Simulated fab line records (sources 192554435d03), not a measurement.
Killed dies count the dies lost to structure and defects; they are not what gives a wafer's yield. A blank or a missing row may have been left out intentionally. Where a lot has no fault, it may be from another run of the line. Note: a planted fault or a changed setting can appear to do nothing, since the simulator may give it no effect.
fab line records ; flow n5Finfet
[record] lots = 7; wafers = 21
route steps=1938 shown BEOL_M10@1500 BEOL_M11@1536 BEOL_M12@1608 BEOL_M13@1680
startH: start of the lot's first displayed wafer, in hours after the record's first day ; waitH: how many hours have passed since the lot's step before this one ; " the same as in the row above ; L1.1+2: several wafers, shown together as one row ; - value missing, or start not given ; * or withheld: withheld ; < > ~ a bound
route shown NAME@n: a module of which the file shows steps, and the number in the route of the first ; usual: the fault-free wafers' mean and standard deviation ; same: alike in all rows ; chamber/n: place in a boat ; sites: each site's reading ; _std_site: the values' standard deviation ; _edge_site: outer sites' mean less inner sites' ; radiusMm: how far each site lies from the wafer's centre ; mask NAME#n: copy n ; behind: tool/chamber where the wafer was last shaped ; hold: what put the lot on hold/how long, in hours/how the hold closed ; device: the n, p or np transistor that did not switch ; end of line: at the end of the route, the tests of the same wafers ; a step with no rows: only its recipe ; killed: not the wafer's yield, but the dies lost to structure and defects at the first sort ; map: shows each die of a wafer: x if killed, . if not, _ if none is there
set.NAME: the run value of the setting; set.NAME@STEP: its run value at that earlier step ; model.NAME: the simulator's own value behind a step, which no gauge read
lots with deliberately changed settings; one table per step, one row per wafer
[[steps]]
[step N5_BEOL_M10_PEB_26]
[recipe] pebTempC = withheld; pebTimeS = 60; resist = CAR-ArF
lot.wafer;tool;chamber;startH;waitH;set.pebTimeS
L075.4;lithoTrack-04;0;239.94;0.0;66.57
L075.5+6;lithoTrack-04;0;239.94;0.0;60
L079.2+3;lithoTrack-03;0;257.74;0.1;68.37
L079.4;lithoTrack-03;0;257.74;0.1;60
L083.3;lithoTrack-05;0;279.69;0.0;72.36
L083.5+6;lithoTrack-05;0;279.69;0.0;60
L082.1;lithoTrack-04;0;281.92;0.1;60
L082.3+4;lithoTrack-04;0;281.92;0.1;67.17
L086.1+3+5;lithoTrack-03;0;297.81;0.1;60
L094.1+6;lithoTrack-05;0;337.42;0.1;60
L094.4;lithoTrack-05;0;337.42;0.1;46.98
L092.1+3;lithoTrack-04;0;337.46;0.1;60
L092.4;lithoTrack-04;0;337.46;0.1;55.53
[step N5_BEOL_M10_DEVELOP_27]
[recipe] developTimeS = 30; developer = TMAH; resist = CAR-ArF; rinseLiquid = diw; dry = airSpin; devTempC = 23
[step N5_BEOL_M10_CD_MEAS_28]
[recipe] targetCdNm = 70; landingEnergyEv = 500; detector = seInlens; polarity = opening
[usual] cdNm = 69.7/0.75
lot.wafer;tool;chamber;startH;waitH;set.pebTimeS@BEOL_M10_PEB_26;cdNm
L075.4;cdSem-01;0;240.00;-;66.57;75.2
L075.5;cdSem-01;0;240.00;-;60;71.2
L075.6;cdSem-01;0;240.00;-;60;70.5
L079.2;cdSem-03;0;257.81;-;68.37;75.1
L079.3;cdSem-03;0;257.81;-;68.37;74.0
L079.4;cdSem-03;0;257.81;-;60;70.0
L083.3;cdSem-03;0;279.76;-;72.36;77.0
L083.5;cdSem-03;0;279.76;-;60;70.2
L083.6;cdSem-03;0;279.76;-;60;69.2
L082.1;cdSem-02;0;281.99;-;60;69.7
L082.3;cdSem-02;0;281.99;-;67.17;74.3
L082.4;cdSem-02;0;281.99;-;67.17;74.7
L086.1;cdSem-02;0;297.88;-;60;71.2
L086.3;cdSem-02;0;297.88;-;60;70.9
L086.5;cdSem-02;0;297.88;-;60;69.9
L094.1;cdSem-02;0;337.49;-;60;69.3
L094.4;cdSem-02;0;337.49;-;46.98;58.3
L094.6;cdSem-02;0;337.49;-;60;69.1
L092.1;cdSem-01;0;337.53;-;60;69.2
L092.3;cdSem-01;0;337.53;-;60;71.0
L092.4;cdSem-01;0;337.53;-;55.53;66.9
[step N5_BEOL_M10_TRENCH_ETCH_37]
[recipe] chemistry = C4F6/O2; targetDepthA = 1488.3; target = SiCOH_lowk; timeS = 48; ionEnergyEv = 250; pressureMtorr = 30; sourceW = 345; biasW = 185; Ar_flow_sccm = 300; C4F6_flow_sccm = 10; O2_flow_sccm = 10
lot.wafer;tool;chamber;startH;waitH;set.sourceW;model.BEOL_M10.featureDepthNm;model.etch.depthNm
L075.4;rieDiel-04;2;-;-;371.5;151.2;151.1
L075.5;rieDiel-04;0;-;-;345;144.4;144.5
L075.6;rieDiel-04;3;-;-;371.5;153.4;153.4
L079.2;rieDiel-04;1;-;-;345;148.2;148.2
L079.3;rieDiel-04;3;-;-;345;151.2;151.2
L079.4;rieDiel-04;2;-;-;345;148.6;148.6
L083.3;rieDiel-03;0;-;-;345;151.2;151.2
L083.5;rieDiel-03;0;-;-;345;150;150.1
L083.6;rieDiel-03;3;-;-;345;153;153
L082.1;rieDiel-03;0;-;-;384;156;155.9
L082.3;rieDiel-03;3;-;-;384;157.8;157.9
L082.4;rieDiel-03;1;-;-;384;155.4;155.3
L086.1;rieDiel-04;3;-;-;345;148.6;148.7
L086.3;rieDiel-04;2;-;-;345;146.4;146.5
L086.5;rieDiel-04;1;-;-;345;145.6;145.6
L094.1;rieDiel-04;3;-;-;345;150.4;150.4
L094.4;rieDiel-04;2;-;-;321.6;144.2;144.1
L094.6;rieDiel-04;2;-;-;321.6;141.6;141.6
L092.1;rieDiel-03;1;-;-;345;151;150.9
L092.3;rieDiel-03;3;-;-;345;151.2;151.1
L092.4;rieDiel-03;3;-;-;345;151.8;151.8
[step N5_BEOL_M10_ETCH_41]
[recipe] chemistry = CH3F/O2; target = SiCN; targetDepthA = 426; taperDeg = 2; timeS = 86; ionEnergyEv = 120; maskMaterial = TiN; pressureMtorr = 30; sourceW = 395; biasW = 75; Ar_flow_sccm = 150; CH3F_flow_sccm = 30; O2_flow_sccm = 20
[step N5_BEOL_M10_STRIP_77]
[recipe] chemistry = N2/H2; timeS = 10; powerW = 450; tempC = 40; pressureMtorr = 20; rfFrequencyHz = 6e+07; biasPowerW = 7; n2FlowSccm = 200; h2FlowSccm = 200
[step N5_BEOL_M10_OCD_MEAS_38]
[usual] trenchDepthNm = 148.2/2.3
lot.wafer;tool;chamber;startH;waitH;set.sourceW@BEOL_M10_TRENCH_ETCH_37;trenchDepthNm
L075.4;ocd-01;-;240.80;-;371.5;151.0
L075.5;ocd-01;-;240.80;-;345;144.4
L075.6;ocd-01;-;240.80;-;371.5;152.6
L079.2;ocd-02;-;258.39;-;345;147.7
L079.3;ocd-02;-;258.39;-;345;151.3
L079.4;ocd-02;-;258.39;-;345;148.8
L083.3;ocd-01;-;280.40;-;345;150.6
L083.5;ocd-01;-;280.40;-;345;150.3
L083.6;ocd-01;-;280.40;-;345;152.8
L082.1;ocd-01;-;282.58;-;384;155.9
L082.3;ocd-01;-;282.58;-;384;157.7
L082.4;ocd-01;-;282.58;-;384;155.3
L086.1;ocd-02;-;298.46;-;345;148.1
L086.3;ocd-02;-;298.46;-;345;146.7
L086.5;ocd-02;-;298.46;-;345;145.3
L094.1;ocd-01;-;338.07;-;345;150.4
L094.4;ocd-01;-;338.07;-;321.6;144.6
L094.6;ocd-01;-;338.07;-;321.6;141.5
L092.1;ocd-02;-;338.16;-;345;150.6
L092.3;ocd-02;-;338.16;-;345;151.1
L092.4;ocd-02;-;338.16;-;345;152.1
[step N5_BEOL_M10_HM_STRIP_39]
[recipe] chemistry = peroxideTinStrip; material = TiN; targetDepthA = 250; tempC = 50; timeS = 158
[step N5_BEOL_M10_SRD_40]
[recipe] timeS = 30; tempC = 23; rinseLiquid = diw; dry = ipaMarangoni
[step N5_BEOL_M10_ECD_50]
[recipe] material = Cu; targetThkA = 3180
[step N5_BEOL_M10_ANNEAL_51]
[recipe] tempC = 225; timeS = 90; ambient = N2
[step N5_BEOL_M10_CMP_52]
[recipe] stopOn = SiCOH_lowk; tOverpolishS = 7; downForcePsi = 1; platenRpm = 50; clearingPlatenDownForcePsi = 1.5; clearingPlatenRpm = 50; postCmpClean = cuAlkaline; targetThkNm = 140; clearingPlatenPadVelocityMS = 0.99484; padVelocityMS = 0.99484
lot.wafer;tool;chamber;startH;waitH;set.sourceW@BEOL_M10_TRENCH_ETCH_37;model.Cu_of_BEOL_M10_ECD_50.thkNm
L075.4;cmp-01;1;242.96;0.2;371.5;144.8
L075.6;cmp-01;3;242.96;0.2;371.5;144.6
L075.5;cmp-01;0;242.96;0.2;345;135.6
L079.2;cmp-04;3;260.29;0.2;345;140
L079.4;cmp-04;0;260.29;0.2;345;139.6
L079.3;cmp-04;1;260.29;0.2;345;143.8
L083.3+6;cmp-02;1;283.17;0.2;345;141.4
L083.5;cmp-02;0;283.17;0.2;345;140.4
L082.3;cmp-04;3;285.28;0.2;384;149.2
L082.4;cmp-04;0;285.28;0.2;384;146
L082.1;cmp-04;1;285.28;0.2;384;147.6
L086.1;cmp-02;3;300.37;0.3;345;138.6
L086.3;cmp-02;1;300.37;0.3;345;137.2
L086.5;cmp-02;3;300.37;0.3;345;134.8
L094.4;cmp-01;2;343.63;0.1;321.6;136.2
L094.1;cmp-01;1;343.63;0.1;345;143.2
L094.6;cmp-01;2;343.63;0.1;321.6;133
L092.4;cmp-01;1;344.07;0.1;345;143.2
L092.1;cmp-01;2;344.07;0.1;345;141.8
L092.3;cmp-01;0;344.07;0.1;345;142.6
[step N5_BEOL_M11_ILD_DEP_00]
[recipe] material = SiCOH_lowk; targetThkA = 3085.1; tempC = 300; precursor = DEMS/porogen; pressureTorr = 5; rfW = 500; timeS = 58
lot.wafer;tool;chamber;startH;waitH;set.timeS;model.SiCOH_lowk_of_BEOL_M11_ILD_DEP_00.thkNm
L075.4;pecvd-03;2;243.40;0.1;66.59;359.6
L075.5;pecvd-03;1;243.40;0.1;66.59;356.2
L075.6;pecvd-03;0;243.40;0.1;58;316.2
L079.2;pecvd-03;1;260.79;0.0;58;311.6
L079.3;pecvd-03;0;260.79;0.0;58;310.6
L079.4;pecvd-03;0;260.79;0.0;58;315.6
L083.3;pecvd-04;0;283.63;0.0;58;311.6
L083.5;pecvd-04;2;283.63;0.0;58;313.6
L083.6;pecvd-04;0;283.63;0.0;58;314.4
L082.1;pecvd-02;0;285.77;0.0;55.37;291
L082.3;pecvd-02;2;285.77;0.0;58;303.8
L082.4;pecvd-02;2;285.77;0.0;58;305.6
L086.1;pecvd-02;2;300.83;0.0;58;303.6
L086.3;pecvd-02;0;300.83;0.0;58;306.8
L086.5;pecvd-02;0;300.83;0.0;58;309.8
L094.1;pecvd-03;2;344.13;0.0;58;304.8
L094.4;pecvd-03;2;344.13;0.0;54.47;293.4
L094.6;pecvd-03;0;344.13;0.0;54.47;290.4
L092.1;pecvd-04;0;344.56;0.0;58;302
L092.3;pecvd-04;1;344.56;0.0;58;306.2
L092.4;pecvd-04;2;344.56;0.0;54.22;287.8
[step N5_BEOL_M11_CURE_71]
[recipe] tempC = 385; timeS = 240; ambient = He/Ar; material = SiCOH_lowk
lot.wafer;tool;chamber;startH;waitH;set.timeS@BEOL_M11_ILD_DEP_00;model.SiCOH_lowk_of_BEOL_M11_ILD_DEP_00.thkNm
L075.4;uvCure-03;1;244.59;1.2;66.59;313.2
L075.5;uvCure-03;1;244.59;1.2;66.59;310.2
L075.6;uvCure-03;1;244.59;1.2;58;274.8
L079.2;uvCure-01;2;260.94;0.1;58;270.8
L079.3;uvCure-01;2;260.94;0.1;58;269.8
L079.4;uvCure-01;2;260.94;0.1;58;274.2
L083.3;uvCure-02;2;283.87;0.2;58;270.8
L083.5;uvCure-02;2;283.87;0.2;58;272.6
L083.6;uvCure-02;2;283.87;0.2;58;273.2
L082.1;uvCure-03;2;285.85;0.0;55.37;252.6
L082.3;uvCure-03;2;285.85;0.0;58;263.8
L082.4;uvCure-03;2;285.85;0.0;58;265.4
L086.1;uvCure-02;2;300.90;0.0;58;263.6
L086.3;uvCure-02;2;300.90;0.0;58;266.6
L086.5;uvCure-02;2;300.90;0.0;58;269.2
L094.1;uvCure-03;0;344.38;0.2;58;264.8
L094.4;uvCure-03;0;344.38;0.2;54.47;254.6
L094.6;uvCure-03;0;344.38;0.2;54.47;252
L092.1;uvCure-03;2;344.86;0.3;58;262.2
L092.3;uvCure-03;2;344.86;0.3;58;266
L092.4;uvCure-03;2;344.86;0.3;54.22;249.6
[step N5_BEOL_M11_THK_MEAS_01]
[recipe] reads = SiCOH_lowk_of_BEOL_M11_ILD_DEP_00
[usual] M11_ILD_THK = 268/3.4
lot.wafer;tool;chamber;startH;waitH;set.timeS@BEOL_M11_ILD_DEP_00;M11_ILD_THK[nm]
L075.4;filmMetro-01;-;245.59;0.7;66.59;313
L075.5;filmMetro-01;-;245.59;0.7;66.59;310
L075.6;filmMetro-01;-;245.59;0.7;58;275
L079.2;filmMetro-01;-;261.38;0.4;58;271
L079.3;filmMetro-01;-;261.38;0.4;58;270
L079.4;filmMetro-01;-;261.38;0.4;58;274
L083.3;filmMetro-02;-;284.22;0.3;58;271
L083.5;filmMetro-02;-;284.22;0.3;58;273
L083.6;filmMetro-02;-;284.22;0.3;58;273
L082.1;filmMetro-01;-;286.36;0.4;55.37;253
L082.3;filmMetro-01;-;286.36;0.4;58;264
L082.4;filmMetro-01;-;286.36;0.4;58;266
L086.1;filmMetro-01;-;301.42;0.4;58;264
L086.3;filmMetro-01;-;301.42;0.4;58;267
L086.5;filmMetro-01;-;301.42;0.4;58;269
L094.1;filmMetro-02;-;344.89;0.4;58;265
L094.4;filmMetro-02;-;344.89;0.4;54.47;254
L094.6;filmMetro-02;-;344.89;0.4;54.47;252
L092.1;filmMetro-01;-;345.37;0.4;58;262
L092.3;filmMetro-01;-;345.37;0.4;58;266
L092.4;filmMetro-01;-;345.37;0.4;54.22;249
[step N5_BEOL_M11_HM_DEP_02]
[recipe] material = TiN; targetThkA = 200; tempC = 25; chamberPressurePa = 0.49996
lot.wafer;tool;chamber;startH;waitH;set.targetThkA;model.TiN_of_BEOL_M11_HM_DEP_02.thkNm
L075.4+5;pvdSputter-02;-;247.17;1.5;176.3;17.6
L075.6;pvdSputter-02;-;247.17;1.5;200;19.8
L079.2;pvdSputter-02;-;261.99;0.6;185;18.6
L079.3;pvdSputter-02;-;261.99;0.6;200;20.2
L079.4;pvdSputter-02;-;261.99;0.6;200;20
L083.3;pvdSputter-01;-;285.38;1.1;200;20
L083.5;pvdSputter-01;-;285.38;1.1;200;19.8
L083.6;pvdSputter-01;-;285.38;1.1;215.4;21
L082.1+4;pvdSputter-03;-;286.57;0.2;200;20.2
L082.3;pvdSputter-03;-;286.57;0.2;190.4;19
L086.1;pvdSputter-01;-;302.09;0.6;200;20.2
L086.3;pvdSputter-01;-;302.09;0.6;200;19.8
L086.5;pvdSputter-01;-;302.09;0.6;200;20
L094.1+4;pvdSputter-01;-;345.06;0.1;200;20
L094.6;pvdSputter-01;-;345.06;0.1;192.3;19.4
L092.1+4;pvdSputter-01;-;346.32;0.9;218.9;22
L092.3;pvdSputter-01;-;346.32;0.9;200;20.2
[step N5_BEOL_M11_COAT_59]
[recipe] resist = SOC; tempC = 250; timeS = 60; spinRpm = 1500; resistThkNm = 100
[step N5_BEOL_M11_COAT_60]
[recipe] resist = SiARC; tempC = 220; timeS = 60; spinRpm = 1500; resistThkNm = 30
[step N5_BEOL_M11_STRIP_68]
[recipe] chemistry = N2/H2; tempC = 40; n2FlowSccm = 200; h2FlowSccm = 200; rfFrequencyHz = 6e+07
[step N5_BEOL_M11_STRIP_67]
[recipe] chemistry = CF4; resist = SiARC; powerW = 300; biasPowerW = 75; pressureMtorr = 50; cf4FlowSccm = 150; rfFrequencyHz = 6e+07
[step N5_BEOL_M11_HM_OPEN_17]
[recipe] chemistry = Cl2/BCl3; targetDepthA = 200; overetchA = 60; target = TiN; maskMaterial = SOC; ionEnergyEv = 150; pressureMtorr = 10; icpW = 1000; biasW = 126; Cl2_flow_sccm = 53.25; bcl3FlowSccm = 21.75; Ar_flow_sccm = 25
lot.wafer;tool;chamber;startH;waitH;set.targetThkA@BEOL_M11_HM_DEP_02;model.etch.depthNm
L075.4;rieMetal-02;0;247.93;0.1;176.3;17.66
L075.5;rieMetal-02;0;247.93;0.1;176.3;17.57
L075.6;rieMetal-02;1;247.93;0.1;200;19.84
L079.2;rieMetal-01;1;262.84;0.0;185;18.55
L079.3;rieMetal-01;1;262.84;0.0;200;20.15
L079.4;rieMetal-01;0;262.84;0.0;200;20
L083.3;rieMetal-03;1;286.29;0.1;200;19.99
L083.5;rieMetal-03;0;286.29;0.1;200;19.82
L083.6;rieMetal-03;1;286.29;0.1;215.4;21.07
L082.1;rieMetal-02;0;287.45;0.0;200;20.11
L082.3;rieMetal-02;0;287.45;0.0;190.4;19.03
L082.4;rieMetal-02;0;287.45;0.0;200;20.1
L086.1;rieMetal-02;0;302.82;0.0;200;20.2
L086.3;rieMetal-02;0;302.82;0.0;200;19.86
L086.5;rieMetal-02;0;302.82;0.0;200;20.05
L094.1;rieMetal-03;1;346.03;0.0;200;20
L094.4;rieMetal-03;0;346.03;0.0;200;20.08
L094.6;rieMetal-03;0;346.03;0.0;192.3;19.38
L092.1;rieMetal-01;1;347.18;0.0;218.9;22.08
L092.3;rieMetal-01;0;347.18;0.0;200;20.29
L092.4;rieMetal-01;1;347.18;0.0;218.9;21.98
[step N5_BEOL_M11_STRIP_19]
[recipe] chemistry = O2; powerW = 400; tempC = 40; pressureMtorr = 30; rfFrequencyHz = 6e+07; biasPowerW = 0; overashFraction = 0.2; o2FlowSccm = 225
[step N5_BEOL_M11_STRIP_73]
[recipe] chemistry = C4F6/O2; resist = SiARC; rfFrequencyHz = 6e+07
[step N5_BEOL_M11_STRIP_36]
[recipe] chemistry = N2/H2; powerW = 450; tempC = 40; pressureMtorr = 20; rfFrequencyHz = 6e+07; overashFraction = 0.3; biasPowerW = 7; h2Frac = 0.5; n2FlowSccm = 200; h2FlowSccm = 200
[step N5_BEOL_M11_TRENCH_ETCH_37]
[recipe] chemistry = C4F6/O2; targetDepthA = 1488.3; target = SiCOH_lowk; timeS = 48; ionEnergyEv = 250; pressureMtorr = 30; sourceW = 345; biasW = 185; Ar_flow_sccm = 300; C4F6_flow_sccm = 10; O2_flow_sccm = 10
lot.wafer;tool;chamber;startH;waitH;set.targetThkA@BEOL_M11_HM_DEP_02;model.TiN_of_BEOL_M11_HM_DEP_02.thkNm
L075.4+5;rieDiel-06;2;-;-;176.3;13.6
L075.6;rieDiel-06;1;-;-;200;15.8
L079.2;rieDiel-06;3;-;-;185;14.4
L079.3+4;rieDiel-06;0,1;-;-;200;16
L083.3;rieDiel-06;3;-;-;200;16
L083.5;rieDiel-06;1;-;-;200;15.8
L083.6;rieDiel-06;2;-;-;215.4;17
L082.1+4;rieDiel-02;1,0;-;-;200;16
L082.3;rieDiel-02;2;-;-;190.4;15
L086.1;rieDiel-05;2;-;-;200;16
L086.3+5;rieDiel-05;1,0;-;-;200;15.8
L092.1+4;rieDiel-02;0,2;-;-;218.9;18
L092.3;rieDiel-02;1;-;-;200;16.2
L094.1+4;rieDiel-05;1,0;-;-;200;16
L094.6;rieDiel-05;3;-;-;192.3;15.2
[step N5_BEOL_M12_EXPOSE_07]
[recipe] maskId = V11; na = 0.93; sourceShape = conventional; sigmaOuter = 0.6; polarization = unpolarized; attpsmPhaseDeg = 180; doseMj = 32.5
lot.wafer;tool;chamber;startH;waitH;mask;set.doseMj
L075.4+5+6;krfScanner-01;0;252.96;-;V11#0;34.41
L079.2+3;krfScanner-01;0;269.36;-;V11#0;32.5
L079.4;krfScanner-01;0;269.36;-;V11#0;34.2
L083.3+5+6;krfScanner-01;0;292.41;-;V11#0;32.5
L082.1+3+4;krfScanner-02;0;292.62;-;V11#0;32.5
L086.1+3+5;krfScanner-01;0;308.78;-;V11#0;32.5
L092.1+3+4;krfScanner-01;0;351.62;-;V11#0;32.5
L094.1;krfScanner-02;0;353.80;-;V11#0;33.39
L094.4+6;krfScanner-02;0;353.80;-;V11#0;32.5
[step N5_BEOL_M12_PEB_08]
[recipe] pebTempC = 130; pebTimeS = 90
[step N5_BEOL_M12_DEVELOP_09]
[recipe] developTimeS = 45; rinseLiquid = diw; dry = airSpin; devTempC = 21
[step N5_BEOL_M12_HARDBAKE_14]
[recipe] tempC = 130; timeS = 120
[step N5_BEOL_M12_CD_MEAS_10]
[recipe] targetCdNm = 140; landingEnergyEv = 500; detector = seInlens; polarity = opening
[usual] cdNm = 140.7/1.7
lot.wafer;tool;chamber;startH;waitH;set.doseMj@BEOL_M12_EXPOSE_07;cdNm
L075.4;cdSem-03;0;253.12;-;34.41;146.1
L075.5;cdSem-03;0;253.12;-;34.41;146.3
L075.6;cdSem-03;0;253.12;-;34.41;143.8
L079.2;cdSem-01;0;269.53;-;32.5;138.4
L079.3;cdSem-01;0;269.53;-;32.5;139.1
L079.4;cdSem-01;0;269.53;-;34.2;145.9
L083.3;cdSem-02;0;292.57;-;32.5;142.7
L083.5;cdSem-02;0;292.57;-;32.5;141.0
L083.6;cdSem-02;0;292.57;-;32.5;143.3
L082.1;cdSem-03;0;292.80;-;32.5;143.2
L082.3;cdSem-03;0;292.80;-;32.5;140.6
L082.4;cdSem-03;0;292.80;-;32.5;142.3
L086.1;cdSem-01;0;308.95;-;32.5;141.5
L086.3;cdSem-01;0;308.95;-;32.5;142.4
L086.5;cdSem-01;0;308.95;-;32.5;142.7
L092.1;cdSem-01;0;351.79;-;32.5;143.3
L092.3;cdSem-01;0;351.79;-;32.5;143.6
L092.4;cdSem-01;0;351.79;-;32.5;142.8
L094.1;cdSem-02;0;353.97;-;33.39;145.8
L094.4;cdSem-02;0;353.97;-;32.5;140.1
L094.6;cdSem-02;0;353.97;-;32.5;140.6
[step N5_BEOL_M13_COAT_65]
[recipe] resist = SOC; tempC = 250; timeS = 60; spinRpm = 1500; resistThkNm = 350
lot.wafer;tool;chamber;startH;waitH;set.spinRpm;model.SOC_of_BEOL_M13_COAT_65.thkNm
L075.4;lithoTrack-03;0;259.04;0.0;1430;358
L075.5;lithoTrack-03;0;259.04;0.0;1500;350.6
L075.6;lithoTrack-03;0;259.04;0.0;1430;357.6
L079.2;lithoTrack-03;0;276.19;0.0;1500;350
L079.3;lithoTrack-03;0;276.19;0.0;1500;352.2
L079.4;lithoTrack-03;0;276.19;0.0;1500;351.8
L082.1;lithoTrack-05;0;301.36;0.0;1500;349.4
L082.3;lithoTrack-05;0;301.36;0.0;1569;342.2
L082.4;lithoTrack-05;0;301.36;0.0;1569;343
L083.3+6;lithoTrack-03;0;301.84;0.0;1500;351
L083.5;lithoTrack-03;0;301.84;0.0;1500;351.6
L086.1;lithoTrack-03;0;316.63;0.0;1500;350
L086.3;lithoTrack-03;0;316.63;0.0;1500;352.4
L086.5;lithoTrack-03;0;316.63;0.0;1500;351.4
L092.1;lithoTrack-03;0;359.29;0.0;1500;348.4
L092.3;lithoTrack-03;0;359.29;0.0;1500;348.6
L092.4;lithoTrack-03;0;359.29;0.0;1500;348.8
L094.1+6;lithoTrack-05;0;360.73;0.0;1500;349.2
L094.4;lithoTrack-05;0;360.73;0.0;1655;332
[[key]]
[split] step = N5_BEOL_M10_PEB_26; setting = pebTimeS; stated = 60; by = wafer
[response] step = N5_BEOL_M10_CD_MEAS_28; reading = cdNm; change = +0.412; per = 1%; r = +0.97
[split] step = N5_BEOL_M10_TRENCH_ETCH_37; setting = sourceW; stated = 345; by = wafer
[response] step = N5_BEOL_M10_TRENCH_ETCH_37; reading = model.BEOL_M10.featureDepthNm; change = +1.06; per = 1%; r = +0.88
[response] step = N5_BEOL_M10_TRENCH_ETCH_37; reading = model.etch.depthNm; change = +1.06; per = 1%; r = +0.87
[response] step = N5_BEOL_M10_OCD_MEAS_38; reading = trenchDepthNm; change = +1.01; per = 1%; r = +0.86
[response] step = N5_BEOL_M10_CMP_52; reading = model.Cu_of_BEOL_M10_ECD_50.thkNm; change = +1.22; per = 1%; r = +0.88
[split] step = N5_BEOL_M11_ILD_DEP_00; setting = timeS; stated = 58; by = wafer
[response] step = N5_BEOL_M11_ILD_DEP_00; reading = model.SiCOH_lowk_of_BEOL_M11_ILD_DEP_00.thkNm; change = +2.71; per = 1%; r = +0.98
[response] step = N5_BEOL_M11_CURE_71; reading = model.SiCOH_lowk_of_BEOL_M11_ILD_DEP_00.thkNm; change = +2.4; per = 1%; r = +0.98
[response] step = N5_BEOL_M11_THK_MEAS_01; reading = M11_ILD_THK; change = +2.38; per = 1%; r = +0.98
[split] step = N5_BEOL_M11_HM_DEP_02; setting = targetThkA; stated = 200; by = wafer
[response] step = N5_BEOL_M11_HM_DEP_02; reading = model.TiN_of_BEOL_M11_HM_DEP_02.thkNm; change = +0.185; per = 1%; r = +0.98
[response] step = N5_BEOL_M11_HM_OPEN_17; reading = model.etch.depthNm; change = +0.185; per = 1%; r = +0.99
[response] step = N5_BEOL_M11_TRENCH_ETCH_37; reading = model.TiN_of_BEOL_M11_HM_DEP_02.thkNm; change = +0.186; per = 1%; r = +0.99
[split] step = N5_BEOL_M12_EXPOSE_07; setting = doseMj; stated = 32.5; by = wafer
[response] step = N5_BEOL_M12_CD_MEAS_10; reading = cdNm; change = +1.49; per = 1%; r = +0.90
[split] step = N5_BEOL_M13_COAT_65; setting = spinRpm; stated = 1500; by = wafer
[response] step = N5_BEOL_M13_COAT_65; reading = model.SOC_of_BEOL_M13_COAT_65.thkNm; change = -1.62; per = 1%; r = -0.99
